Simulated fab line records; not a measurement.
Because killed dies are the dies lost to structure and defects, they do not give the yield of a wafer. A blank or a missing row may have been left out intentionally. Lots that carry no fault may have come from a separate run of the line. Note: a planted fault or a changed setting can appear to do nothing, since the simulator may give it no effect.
Chamber matching    flow n5 finfet    3 sister chambers for N5_BEOL_M3_DEP_57 on pecvd-02
The step deposits SiCN from 3MS/NH3, target thk 8 nm, time 14 s. 6 wafers are shown with their chamber, then 8 later ones without.

== EACH WAFER AND ITS CHAMBER ==
wafer   chamber  throttle valve pct (%)  showerhead plenum p Torr (Torr)
L084.2  1        10.2                    3.699
L084.3  0        8.4                     3.660
L084.5  0        8.7                     3.667
L085.4  2        8.4                     3.650
L085.5  1        10.4                    3.696
L092.1  2        8.6                     3.648

== WAFERS MISSING THEIR CHAMBER ==
wafer   throttle valve pct (%)  showerhead plenum p Torr (Torr)
L092.2  10.3                    3.696
L092.3  8.6                     3.661
L093.2  8.7                     3.665
L093.4  8.5                     3.649
L093.5  8.5                     3.673
L096.2  8.3                     3.674
L096.4  8.4                     3.649
L096.5  10.2                    3.701

== THE CHAMBER EACH PASSED THROUGH ==
wafer   from the rows above  in truth
L092.2  1                    1
L092.3  0                    0
L093.2  0                    0
L093.4  2                    2
L093.5  0                    0
L096.2  0                    0
L096.4  2                    2
L096.5  1                    1
Correct placement for 8 of the 8. From these rows, 0 cannot be placed. 0 placed wrongly.
How it was worked out, from the rows above alone: a wafer's distance from a chamber is the root of the sum, over the readings, of the square of ((its reading less the chamber's mean) divided by the reading's scatter). The wafer belongs to the nearest chamber; if the next one is less than 2 further off, it can't be placed. The mean given for a chamber averages the wafers shown for that chamber. The scatter: take each reading less its chamber's mean, square it, sum over the shown wafers, divide by the number of wafers less the number of chambers, and take the root.
